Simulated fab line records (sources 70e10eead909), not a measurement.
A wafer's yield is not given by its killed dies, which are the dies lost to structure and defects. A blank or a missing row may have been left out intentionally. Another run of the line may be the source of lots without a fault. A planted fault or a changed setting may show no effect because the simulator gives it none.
Matching of chambers ; flow nand-harc ; NHARC_P_GATE_ALD_36 on ald-sin-01: 4 sister chambers
The step deposits SiNx, target thk 20 nm, pulse time 60 s, ald cycles 223. 8 wafers are shown with their chamber, then 8 later ones without.

WAFERS PAIRED WITH THEIR CHAMBERS
wafer;chamber;heater-power-w (W);precursor-pulse-height-rel
L076.3;1;677;1.004
L078.4;1;686;1.002
L082.4;0;758;0.996
L085.6;0;763;0.988
L085.5;2;667;0.993
L089.5;3;783;0.993
L089.6;2;698;1.005
L091.3;3;775;1.006

WAFERS WITH NO CHAMBER GIVEN
wafer;heater-power-w (W);precursor-pulse-height-rel
L091.5;662;1.003
L091.6;690;0.998
L094.2;776;0.992
L094.4;666;0.978
L094.6;761;1.017
L096.2;673;0.996
L096.3;685;0.961
L096.1;770;0.979

WHICH CHAMBER EACH WENT THROUGH
wafer;from the rows above;in truth
L091.5;can't be placed: 1 or 2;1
L091.6;can't be placed: 2 or 1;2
L094.2;can't be placed: 3 or 0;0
L094.4;can't be placed: 2 or 1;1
L094.6;can't be placed: 3 or 0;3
L096.2;can't be placed: 2 or 1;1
L096.3;can't be placed: 2 or 1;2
L096.1;can't be placed: 0 or 3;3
0 of 8 placed correctly. Not placeable from these rows: 8 (in 8, the candidates include the true chamber). 0 placed wrongly.
How it was worked out, from the rows above alone: a wafer's distance from a chamber is the root of the sum, over the readings, of the square of ((its reading less the chamber's mean) divided by the reading's scatter). The wafer belongs to the nearest chamber; if the next one is less than 2 further off, it can't be placed. For every chamber, the mean is computed from those of its wafers that are shown. The scatter: take each reading less its chamber's mean, square it, sum over the shown wafers, divide by the number of wafers less the number of chambers, and take the root.
